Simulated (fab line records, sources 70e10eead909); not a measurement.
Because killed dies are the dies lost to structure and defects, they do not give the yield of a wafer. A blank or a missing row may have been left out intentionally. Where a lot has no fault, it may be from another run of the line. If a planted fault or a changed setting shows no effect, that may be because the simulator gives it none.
fab line records + flow nandHarc
record
- lots=14
- wafers=41
- lastDay=24
route steps=1159 shown P_M1@306 P_BONDPAD@359 END@1159
lots untouched by any fault: they come from a run of this same line in which no faults occurred
startH: hours from the record's first day to the start of the lot's first wafer shown + waitH: hours from the lot's prior step to this one + " identical to the entry in the row above + L1.1+2: a row that stands for several wafers + - no value, or no start given + * or withheld: withheld + < > ~ a bound
route shown NAME@n: a module of which the file shows steps, and the number in the route of the first + usual: mean and standard deviation over wafers with no fault + same: alike in all rows + chamber/n: place in a boat + sites: the reading at each site + _std_site: the values' standard deviation + _edge_site: the outer-site mean with the inner-site mean subtracted + radiusMm: for every site, how far away it sits from the centre of the wafer + mask NAME#n: copy n + behind: the last tool/chamber to shape the wafer + hold: what put the lot on hold/how long, in hours/how the hold closed + device: the transistor (n, p or np) that didn't switch + end of line: tests run on the same wafers once the route is complete + a step with no rows: only its recipe + killed: count of dies lost to structure and defects at first sort (not the wafer's yield) + map: a wafer's dies, marking killed ones x, the rest . and places with no die _
set.NAME: the setting that was run; set.NAME@STEP: the one run at that earlier step + model.NAME: the simulator's own value behind a step, which no gauge read
route steps across a sampled set of lots; one table per step, one row per wafer
services: from which hour (startH, from the record's first day; less than 0 if before it) a tool's chamber was out of use, for how many hours, and why
## steps
# step NHARC_P_M1_PRE_CLEAN_30
# recipe
- timeS=30
- tempC=280
- gas=H2/He
# usual
- heaterPowerW=409/48
| lot.wafer | tool          | chamber | startH | waitH | heaterPowerW |
|-----------|---------------|---------|--------|-------|--------------|
| L721.2    | pvdSputter-02 | -       | -      | -     | 371          |
| L721.1    | "             | -       | "      | "     | 334          |
| L721.6    | "             | -       | "      | "     | 370          |
| L722.1    | pvdSputter-03 | -       | -      | -     | 458          |
| L722.2    | "             | -       | "      | "     | 346          |
| L722.5    | "             | -       | "      | "     | 438          |
| L725.3    | pvdSputter-02 | -       | -      | -     | 448          |
| L725.2    | "             | -       | "      | "     | 414          |
| L725.6    | "             | -       | "      | "     | 456          |
| L724.3    | pvdSputter-03 | -       | -      | -     | 348          |
| L724.1    | "             | -       | "      | "     | 441          |
| L724.6    | "             | -       | "      | "     | 349          |
| L723.4    | pvdSputter-01 | -       | -      | -     | 419          |
| L723.3    | "             | -       | "      | "     | 378          |
| L723.2    | "             | -       | "      | "     | 444          |
| L726.2    | pvdSputter-02 | -       | -      | -     | 316          |
| L726.4    | "             | -       | "      | "     | 433          |
| L726.3    | "             | -       | "      | "     | 378          |
| L727.1    | pvdSputter-01 | -       | -      | -     | 449          |
| L727.5    | "             | -       | "      | "     | 409          |
| L735.3    | pvdSputter-01 | -       | -      | -     | 457          |
| L735.1    | "             | -       | "      | "     | 389          |
| L735.5    | "             | -       | "      | "     | 421          |
| L737.2    | pvdSputter-01 | -       | -      | -     | 407          |
| L737.3    | "             | -       | "      | "     | 442          |
| L737.6    | "             | -       | "      | "     | 461          |
| L736.4    | pvdSputter-02 | -       | -      | -     | 466          |
| L736.6    | "             | -       | "      | "     | 478          |
| L736.5    | "             | -       | "      | "     | 371          |
| L740.2    | pvdSputter-02 | -       | -      | -     | 320          |
| L740.3    | "             | -       | "      | "     | 464          |
| L740.1    | "             | -       | "      | "     | 366          |
| L739.2    | pvdSputter-03 | -       | -      | -     | 474          |
| L739.3    | "             | -       | "      | "     | 433          |
| L739.4    | "             | -       | "      | "     | 449          |
| L738.4    | pvdSputter-03 | -       | -      | -     | 447          |
| L738.3    | "             | -       | "      | "     | 479          |
| L738.1    | "             | -       | "      | "     | 438          |
| L741.2    | pvdSputter-02 | -       | -      | -     | 371          |
| L741.5    | "             | -       | "      | "     | 371          |
| L741.6    | "             | -       | "      | "     | 337          |
# step NHARC_P_BONDPAD_SOFTBAKE_04
# recipe
- tempC=125
- timeS=70
# usual
- plateTempC=125.01/0.14
| lot.wafer | tool          | chamber | startH | waitH | plateTempC |
|-----------|---------------|---------|--------|-------|------------|
| L721.1    | lithoTrack-03 | 0       | 143    | -     | 125.01     |
| L721.2    | "             | 0       | "      | "     | 124.99     |
| L721.6    | "             | 0       | "      | "     | 125.00     |
| L722.1    | lithoTrack-03 | 0       | 147    | -     | 124.75     |
| L722.2    | "             | 0       | "      | "     | 125.00     |
| L722.5    | "             | 0       | "      | "     | 124.90     |
| L725.2    | lithoTrack-05 | 0       | 150    | -     | 125.19     |
| L725.3    | "             | 0       | "      | "     | 125.02     |
| L725.6    | "             | 0       | "      | "     | 125.01     |
| L724.1    | lithoTrack-02 | 0       | 150    | -     | 124.88     |
| L724.3    | "             | 0       | "      | "     | 125.03     |
| L724.6    | "             | 0       | "      | "     | 124.79     |
| L723.2    | lithoTrack-02 | 0       | 154    | -     | 124.81     |
| L723.3    | "             | 0       | "      | "     | 125.08     |
| L723.4    | "             | 0       | "      | "     | 125.12     |
| L726.2    | lithoTrack-02 | 0       | 173    | -     | 125.86     |
| L726.3    | "             | 0       | "      | "     | 125.89     |
| L726.4    | "             | 0       | "      | "     | 125.87     |
| L727.1    | lithoTrack-02 | 0       | 184    | -     | 125.67     |
| L727.5    | "             | 0       | "      | "     | 125.66     |
| L735.1    | lithoTrack-03 | 0       | 227    | -     | 124.86     |
| L735.3    | "             | 0       | "      | "     | 124.86     |
| L735.5    | "             | 0       | "      | "     | 124.66     |
| L737.2    | lithoTrack-02 | 0       | 237    | -     | 125.12     |
| L737.3    | "             | 0       | "      | "     | 125.00     |
| L737.6    | "             | 0       | "      | "     | 125.12     |
| L736.4    | lithoTrack-02 | 0       | 238    | -     | 124.95     |
| L736.5    | "             | 0       | "      | "     | 124.86     |
| L736.6    | "             | 0       | "      | "     | 125.10     |
| L740.1    | lithoTrack-03 | 0       | 251    | -     | 124.96     |
| L740.2    | "             | 0       | "      | "     | 125.08     |
| L740.3    | "             | 0       | "      | "     | 124.95     |
| L739.2    | lithoTrack-03 | 0       | 252    | -     | 125.28     |
| L739.3    | "             | 0       | "      | "     | 124.98     |
| L739.4    | "             | 0       | "      | "     | 125.02     |
| L738.1    | lithoTrack-03 | 0       | 258    | -     | 125.05     |
| L738.3    | "             | 0       | "      | "     | 125.18     |
| L738.4    | "             | 0       | "      | "     | 124.96     |
| L741.2    | lithoTrack-02 | 0       | 259    | -     | 125.09     |
| L741.5    | "             | 0       | "      | "     | 125.27     |
| L741.6    | "             | 0       | "      | "     | 125.19     |
# step NHARC_P_BONDPAD_OVL_MEAS_38
# usual
- overlayXNm=1/7.3
- overlayYNm=0/5.8
| lot.wafer | tool       | chamber | startH | waitH | overlayXNm | overlayYNm |
|-----------|------------|---------|--------|-------|------------|------------|
| L721.1    | overlay-02 | -       | 143.77 | -     | 11         | 17         |
| L721.2    | "          | -       | "      | "     | 10         | 17         |
| L721.6    | "          | -       | "      | "     | 10         | 17         |
| L722.1    | overlay-01 | -       | 148.16 | -     | 5          | 9          |
| L722.2    | "          | -       | "      | "     | 6          | 10         |
| L722.5    | "          | -       | "      | "     | 5          | 10         |
| L725.2    | overlay-02 | -       | 150.50 | -     | -9         | 2          |
| L725.3    | "          | -       | "      | "     | -9         | 2          |
| L725.6    | "          | -       | "      | "     | -9         | 2          |
| L724.1    | overlay-02 | -       | 151.44 | -     | -3         | -6         |
| L724.3    | "          | -       | "      | "     | -3         | -7         |
| L724.6    | "          | -       | "      | "     | -3         | -7         |
| L723.2    | overlay-01 | -       | 155.26 | -     | -12        | -1         |
| L723.3    | "          | -       | "      | "     | -11        | -1         |
| L723.4    | "          | -       | "      | "     | -11        | -1         |
| L726.2    | overlay-02 | -       | 173.53 | -     | 11         | -6         |
| L726.3    | "          | -       | "      | "     | 11         | -6         |
| L726.4    | "          | -       | "      | "     | 11         | -6         |
| L727.1    | overlay-02 | -       | 184.83 | -     | 7          | -3         |
| L727.5    | "          | -       | "      | "     | 7          | -3         |
| L735.1    | overlay-01 | -       | 228.24 | -     | -1         | 8          |
| L735.3    | "          | -       | "      | "     | -2         | 8          |
| L735.5    | "          | -       | "      | "     | -2         | 8          |
| L737.2    | overlay-01 | -       | 237.74 | -     | -2         | 1          |
| L737.3    | "          | -       | "      | "     | -2         | 1          |
| L737.6    | "          | -       | "      | "     | -2         | 0          |
| L736.4    | overlay-01 | -       | 238.56 | -     | -10        | -3         |
| L736.5    | "          | -       | "      | "     | -10        | -3         |
| L736.6    | "          | -       | "      | "     | -10        | -3         |
| L740.1    | overlay-02 | -       | 251.81 | -     | -12        | 2          |
| L740.2    | "          | -       | "      | "     | -12        | 2          |
| L740.3    | "          | -       | "      | "     | -12        | 2          |
| L739.2    | overlay-01 | -       | 252.77 | -     | 15         | -1         |
| L739.3    | "          | -       | "      | "     | 15         | -1         |
| L739.4    | "          | -       | "      | "     | 15         | 0          |
| L738.1    | overlay-01 | -       | 258.82 | -     | 7          | 2          |
| L738.3    | "          | -       | "      | "     | 6          | 2          |
| L738.4    | "          | -       | "      | "     | 6          | 1          |
| L741.2    | overlay-02 | -       | 259.71 | -     | -1         | 1          |
| L741.5    | "          | -       | "      | "     | -1         | 1          |
| L741.6    | "          | -       | "      | "     | -1         | 1          |
# step NHARC_P_BONDPAD_ANNEAL_28
# recipe
- tempC=225
- timeS=90
# usual
- wafer_temp_C_max=226.06/0.25
| lot.wafer | tool         | chamber | startH | waitH | wafer_temp_C_max |
|-----------|--------------|---------|--------|-------|------------------|
| L721.1    | rtpAnneal-01 | 0       | 145.64 | 0.3   | 226.13           |
| L721.2    | "            | 0       | "      | "     | 226.04           |
| L721.6    | "            | 0       | "      | "     | 226.22           |
| L722.1    | rtpAnneal-02 | 0       | 149.96 | 0.3   | 226.10           |
| L722.2    | "            | 0       | "      | "     | 226.08           |
| L722.5    | "            | 0       | "      | "     | 225.81           |
| L725.2    | rtpAnneal-02 | 0       | 152.57 | -     | 226.17           |
| L725.3    | "            | 0       | "      | "     | 226.33           |
| L725.6    | "            | 0       | "      | "     | 225.99           |
| L724.1    | rtpAnneal-02 | 0       | 153.49 | 0.3   | 225.57           |
| L724.3    | "            | 0       | "      | "     | 226.62           |
| L724.6    | "            | 0       | "      | "     | 226.06           |
| L723.2    | rtpAnneal-01 | 0       | 157.32 | 0.5   | 226.27           |
| L723.3    | "            | 0       | "      | "     | 225.49           |
| L723.4    | "            | 0       | "      | "     | 226.26           |
| L726.2    | rtpAnneal-02 | 0       | 175.41 | -     | 226.10           |
| L726.3    | "            | 0       | "      | "     | 226.12           |
| L726.4    | "            | 0       | "      | "     | 225.50           |
| L727.1    | rtpAnneal-01 | 0       | 186.76 | 0.3   | 226.29           |
| L727.5    | "            | 0       | "      | "     | 225.96           |
| L735.1    | rtpAnneal-02 | 0       | 230.26 | -     | 226.38           |
| L735.3    | "            | 0       | "      | "     | 226.12           |
| L735.5    | "            | 0       | "      | "     | 226.46           |
| L737.2    | rtpAnneal-02 | 0       | 239.59 | 0.4   | 225.97           |
| L737.3    | "            | 0       | "      | "     | 225.89           |
| L737.6    | "            | 0       | "      | "     | 225.85           |
| L736.4    | rtpAnneal-01 | 0       | 240.57 | 0.3   | 225.88           |
| L736.5    | "            | 0       | "      | "     | 225.76           |
| L736.6    | "            | 0       | "      | "     | 226.10           |
| L740.1    | rtpAnneal-01 | 0       | 253.71 | -     | 225.94           |
| L740.2    | "            | 0       | "      | "     | 226.01           |
| L740.3    | "            | 0       | "      | "     | 225.62           |
| L739.2    | rtpAnneal-02 | 0       | 254.73 | 0.4   | 225.70           |
| L739.3    | "            | 0       | "      | "     | 226.06           |
| L739.4    | "            | 0       | "      | "     | 225.97           |
| L738.1    | rtpAnneal-02 | 0       | 260.70 | -     | 226.00           |
| L738.3    | "            | 0       | "      | "     | 225.58           |
| L738.4    | "            | 0       | "      | "     | 226.24           |
| L741.2    | rtpAnneal-01 | 0       | 262.02 | 0.4   | 226.10           |
| L741.5    | "            | 0       | "      | "     | 226.45           |
| L741.6    | "            | 0       | "      | "     | 226.16           |
# step NHARC_END_SORT_01
# recipe
- tempC=25
# usual
- defectLimitedYield=95.3/1.7
- killedAtArray=28/12
- killedAtOther=0.8/1.1
- killedAtPeriphery=3.6/2.3
- killedDies=32/12
- killedOpen=3.4/1.9
- killedShort=2.0/1.3
- sort_bin_2_pct=1.4/0.61
- sort_bin_3_pct=0.26/0.22
- sort_bin_4_pct=3.0/1.2
- sortNPass=645/12
- sortRimYieldPct=95.8/2.9
- sortYieldPct=95.3/1.7
# same
- grossDies=677
- sort_bin_5_pct[%]=0
- sort_bin_6_pct[%]=0
- sort_bin_7_pct[%]=0
- sort_bin_8_pct[%]=0
- sortRimNGross=106.00
| lot.wafer | tool      | chamber | startH | waitH | defectLimitedYield[%] | killedAtArray | killedAtOther | killedAtPeriphery | killedDies | killedOpen | killedShort | sort_bin_2_pct[%] | sort_bin_3_pct[%] | sort_bin_4_pct[%] | sortNPass | sortRimYieldPct[%] | sortYieldPct[%] |
|-----------|-----------|---------|--------|-------|-----------------------|---------------|---------------|-------------------|------------|------------|-------------|-------------------|-------------------|-------------------|-----------|--------------------|-----------------|
| L727.1    | prober-02 | 0       | 482.68 | 2.5   | 95.3                  | 28            | 0             | 4                 | 32         | 5          | 2           | 1.9               | 0.15              | 2.7               | 645       | 93.4               | 95.3            |
| L727.5    | prober-02 | 0       | 485.85 | 3.7   | 94.1                  | 36            | 1             | 3                 | 40         | 0          | 5           | 2.1               | 0.15              | 3.7               | 637       | 93.4               | 94.1            |
# killed by level:class
L727.1 A_CHANNEL_HOLE_D1:chamberFilmFlake=12 A_SLIT:chamberFilmFlake=8 A_WL_FILL:chamberFilmFlake=2 P_GATE:geometricParticle:open=1 P_CONTACT:geometricParticle:open=1 P_M0:geometricParticle:open=1 A_ONON_D1:geometricParticle:short=1 A_WL_FILL:geometricParticle:short=1
L727.5 A_CHANNEL_HOLE_D1:chamberFilmFlake=12 A_SLIT:chamberFilmFlake=12 A_CONTACT:chamberFilmFlake=7 A_WL_FILL:chamberFilmFlake=2 P_M0:geometricParticle:short=1 P_M2:geometricParticle:short=1 A_SOURCE_PLATE:geometricParticle:short=1 A_CHANNEL_FILL_D1:geometricParticle:short=1
## services
| tool          | chamber | startH | hours | kind   |
|---------------|---------|--------|-------|--------|
| pvdSputter-01 | -       | 129.11 | 5.5   | repair |
| lithoTrack-02 | -       | 165.00 | 7.0   | pm     |
| pvdSputter-01 | -       | 183.89 | 9.4   | repair |
| lithoTrack-03 | -       | 213.00 | 7.0   | pm     |
| pvdSputter-02 | -       | 214.00 | 10.0  | pm     |
| pvdSputter-03 | -       | 218.39 | 12.4  | repair |
| lithoTrack-05 | -       | 237.00 | 7.0   | pm     |
## key
firstSign
- step=NHARC_P_BONDPAD_SOFTBAKE_04
- reading=plateTempC
- direction=up
- sigmas=5.6
- usual=*
- struck=*
effect none on later readings
metAt NHARC_P_BONDPAD_SOFTBAKE_04
struckLots L726,L727
notActingAt NHARC_P_M1_PRE_CLEAN_30,NHARC_P_BONDPAD_OVL_MEAS_38,NHARC_P_BONDPAD_ANNEAL_28
onsetBetween 154 173
fault
- kind=processParameterDrift
- tool=lithoTrack-02
- chamber=-
- onsetH=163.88
- steps=NHARC_P_BONDPAD_SOFTBAKE_04
- channel=tempC
- offset=*
- shape=step
- endH=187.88
- actsIn=*
- stated=*
